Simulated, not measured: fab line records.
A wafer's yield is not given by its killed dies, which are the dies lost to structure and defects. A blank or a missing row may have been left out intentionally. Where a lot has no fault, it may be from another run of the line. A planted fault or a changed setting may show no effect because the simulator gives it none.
What tool caused it? || flow nand harc || Sampling: 12 lots, 36 wafers, 3 of 1159 route steps

== WHAT EACH GAUGE READ, for each wafer ==
NHARC_P_M1_CD_MEAS_09 targets a cd of 130 nm.
{"lot": "L075", "measured": "day 6 10:08", "on": "cd sem-03", "cd nm (nm)": "130.4 130.9 129.8"}
{"lot": "L077", "measured": "day 6 11:49", "on": "cd sem-03", "cd nm (nm)": "130.5 130.2 129.9"}
{"lot": "L079", "measured": "day 7 10:22", "on": "cd sem-02", "cd nm (nm)": "129.8 129.1 129.5"}
{"lot": "L081", "measured": "day 8 01:05", "on": "cd sem-02", "cd nm (nm)": "129.4 129.6 129.9"}
{"lot": "L083", "measured": "day 8 07:52", "on": "cd sem-02", "cd nm (nm)": "129.7 129.6 129.8"}
{"lot": "L087", "measured": "day 9 03:07", "on": "cd sem-02", "cd nm (nm)": "130.1 130.6 130.5"}
{"lot": "L088", "measured": "day 9 07:41", "on": "cd sem-03", "cd nm (nm)": "129.1 129.7 129.5"}
{"lot": "L090", "measured": "day 10 02:20", "on": "cd sem-02", "cd nm (nm)": "129.3 129.4 129.8"}
{"lot": "L091", "measured": "day 10 10:01", "on": "cd sem-02", "cd nm (nm)": "129.5 129.7 129.9"}
{"lot": "L093", "measured": "day 10 11:35", "on": "cd sem-02", "cd nm (nm)": "129.8 130.7 130.7"}
{"lot": "L095", "measured": "day 11 01:34", "on": "cd sem-03", "cd nm (nm)": "130.3 129.6 129.6"}
{"lot": "L096", "measured": "day 11 09:52", "on": "cd sem-01", "cd nm (nm)": "129.3 129.8 129.9"}

== WHAT TOOL EACH LOT RAN ON (gives the tool, then ch and the chambers of the sampled wafers, and finally the start) ==
{"lot": "L075", "NHARC_P_CONTACT_DEP_30": "pecvd-03 ch 1,2, day 5 18:44", "NHARC_P_M0_DEP_32": "pecvd-02 ch 0,1,2, day 6 08:52"}
{"lot": "L077", "NHARC_P_CONTACT_DEP_30": "pecvd-04 ch 1,2, day 6 01:49", "NHARC_P_M0_DEP_32": "pecvd-02 ch 0,1,2, day 6 10:35"}
{"lot": "L079", "NHARC_P_CONTACT_DEP_30": "pecvd-04 ch 0,1, day 7 00:43", "NHARC_P_M0_DEP_32": "pecvd-04 ch 1,2, day 7 09:11"}
{"lot": "L081", "NHARC_P_CONTACT_DEP_30": "pecvd-03 ch 0,1, day 7 11:37", "NHARC_P_M0_DEP_32": "pecvd-04 ch 1,2, day 7 23:56"}
{"lot": "L083", "NHARC_P_CONTACT_DEP_30": "pecvd-04 ch 1,2, day 7 16:14", "NHARC_P_M0_DEP_32": "pecvd-02 ch 0,2, day 8 06:38"}
{"lot": "L087", "NHARC_P_CONTACT_DEP_30": "pecvd-03 ch 0,1,2, day 8 17:20", "NHARC_P_M0_DEP_32": "pecvd-02 ch 1,2, day 9 01:59"}
{"lot": "L088", "NHARC_P_CONTACT_DEP_30": "pecvd-03 ch 0,1,2, day 8 18:09", "NHARC_P_M0_DEP_32": "pecvd-02 ch 0,1, day 9 05:59"}
{"lot": "L090", "NHARC_P_CONTACT_DEP_30": "pecvd-03 ch 0,1, day 9 12:01", "NHARC_P_M0_DEP_32": "pecvd-03 ch 0,1, day 10 01:11"}
{"lot": "L091", "NHARC_P_CONTACT_DEP_30": "pecvd-03 ch 0,1,2, day 9 20:05", "NHARC_P_M0_DEP_32": "pecvd-02 ch 0,1,2, day 10 08:47"}
{"lot": "L093", "NHARC_P_CONTACT_DEP_30": "pecvd-03 ch 1,2, day 10 00:05", "NHARC_P_M0_DEP_32": "pecvd-03 ch 0,2, day 10 10:22"}
{"lot": "L095", "NHARC_P_CONTACT_DEP_30": "pecvd-04 ch 0,2, day 10 15:52", "NHARC_P_M0_DEP_32": "pecvd-03 ch 0,1,2, day 11 00:23"}
{"lot": "L096", "NHARC_P_CONTACT_DEP_30": "pecvd-04 ch 0,1,2, day 10 23:33", "NHARC_P_M0_DEP_32": "pecvd-04 ch 0,1,2, day 11 08:41"}
- NHARC_P_CONTACT_DEP_30: deposits SiNx, target thk 30 nm.
- NHARC_P_M0_DEP_32: deposits SiCN, target thk 30 nm.

== THE ANSWER, worked out from the rows above alone ==
Rule: the usual values come from the lots themselves. Put in order of their means at a reading, lots are off if they are a third of the lots or fewer, leave a main group of 4 or more, and stand apart from it by a gap of 3 or more times the standard deviation of the main group's means; of several such gaps the widest counts. A main group is skipped when, at the precision printed for the reading in the tables above, its means are all equal. A lot without any number at a reading at which 4 lots or more have one is off too. The other lots that the step has rows for count as sound.
No lot is off at any reading shown: from this, nothing can be told.

== WHAT WAS PUT IN BY THE SIMULATOR ==
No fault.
